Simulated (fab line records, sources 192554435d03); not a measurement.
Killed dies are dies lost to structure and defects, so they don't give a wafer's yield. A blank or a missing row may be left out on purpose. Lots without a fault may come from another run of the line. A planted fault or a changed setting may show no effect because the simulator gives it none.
Split-lot experiment | flow n5_finfet | 7 lots, 21 wafers read, on a route of 1938 steps

THE SPLIT
At N5_FIN_SAQP_EXPOSE_13 (exposes mask FIN CORE, target cd 35.6 nm), the setting dose_mj was moved away from the recipe's 63.25 on 7 of the 21 wafers read, by -6.2% to +7.4%. The other wafers ran this setting at the recipe's value.

FROM THE SPLIT TO THE READING: what the file shows between them, 2 steps
- N5_FIN_SAQP_PEB_14: peb time 60 s
- N5_FIN_SAQP_DEVELOP_15: develop time 30 s

THE READING
cd_nm, in nm, at N5_FIN_SAQP_CD_MEAS_16 (target cd 35.6 nm). Fault-free wafers of this fab line usually give 35.62 nm, standard deviation 0.27 nm.

wafer  | tool, chamber at the split | dose_mj as run | against the recipe | cd_nm, nm | against lot-mates on the recipe
L075.2 | arfi_scanner-02, 0         | 61.61          | -2.6%              | 36.11     | +0.29
L075.5 | arfi_scanner-02, 0         | 61.61          | -2.6%              | 36.31     | +0.49
L075.6 | arfi_scanner-02, 0         | 63.25          | recipe             | 35.82     | -
L076.2 | arfi_scanner-03, 0         | 63.25          | recipe             | 35.26     | -
L076.4 | arfi_scanner-03, 0         | 67.9           | +7.4%              | 33.85     | -1.41
L076.6 | arfi_scanner-03, 0         | 67.9           | +7.4%              | 33.65     | -1.61
L084.3 | arfi_scanner-01, 0         | 63.25          | recipe             | 35.93     | -
L084.4 | arfi_scanner-01, 0         | 64.61          | +2.2%              | 35.04     | -0.62
L084.5 | arfi_scanner-01, 0         | 63.25          | recipe             | 35.40     | -
L088.3 | arfi_scanner-01, 0         | 63.25          | recipe             | 35.50     | -
L088.4 | arfi_scanner-01, 0         | 63.25          | recipe             | 35.23     | -
L088.5 | arfi_scanner-01, 0         | 63.25          | recipe             | 35.30     | -
L091.3 | arfi_scanner-03, 0         | 63.25          | recipe             | 35.58     | -
L091.5 | arfi_scanner-03, 0         | 63.25          | recipe             | 35.74     | -
L091.6 | arfi_scanner-03, 0         | 59.4           | -6.1%              | 37.62     | +1.96
L093.2 | arfi_scanner-03, 0         | 63.25          | recipe             | 35.57     | -
L093.3 | arfi_scanner-03, 0         | 63.25          | recipe             | 35.36     | -
L093.4 | arfi_scanner-03, 0         | 59.33          | -6.2%              | 37.09     | +1.62
L095.2 | arfi_scanner-01, 0         | 63.25          | recipe             | 35.85     | -
L095.3 | arfi_scanner-01, 0         | 63.25          | recipe             | 35.36     | -
L095.5 | arfi_scanner-01, 0         | 63.25          | recipe             | 35.70     | -

THE FIT
A straight line over all 21 wafers: cd_nm changes by -0.263 nm for each +1% of dose_mj; r = -0.97; the points scatter about the line by 0.23 nm.
The same after taking each lot's own level away (the mean of its wafers on the recipe; 21 wafers): -0.236 nm for each +1%; r = -0.96; scatter 0.22 nm.
On that fit, the largest move of dose_mj shifts the reading by 1.7 nm.
The lots' own levels span 35.260 to 35.820 nm, that is 2.1 times the standard deviation above.
So the lot-to-lot level changes the slope: the two fits differ.
Check: with one of the wafers moved furthest among these (+7.4%) left out of the fit, the line predicts -1.84 nm for it against its lot-mates. It came out at -1.41 nm against them.

OTHER SPLITS ON THESE WAFERS
These wafers also went through other splits before the reading. Each is held against what the fit with the lots' levels taken away leaves over:
other split on the same wafers        | wafers away from the commonest value | r with cd_nm (lot level and that fit taken away)
N5_WELL_APT_EXPOSE_05 dose_mj         | 5                                    | -0.16
N5_WELL_APT_DEVELOP_07 develop_time_s | 8                                    | +0.09
N5_FIN_SAQP_HM_DEP_03 time_s          | 8                                    | -0.25

THE FILE'S OWN FIT
cd_nm changes by -0.251 nm for each +1% of dose_mj, r = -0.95.
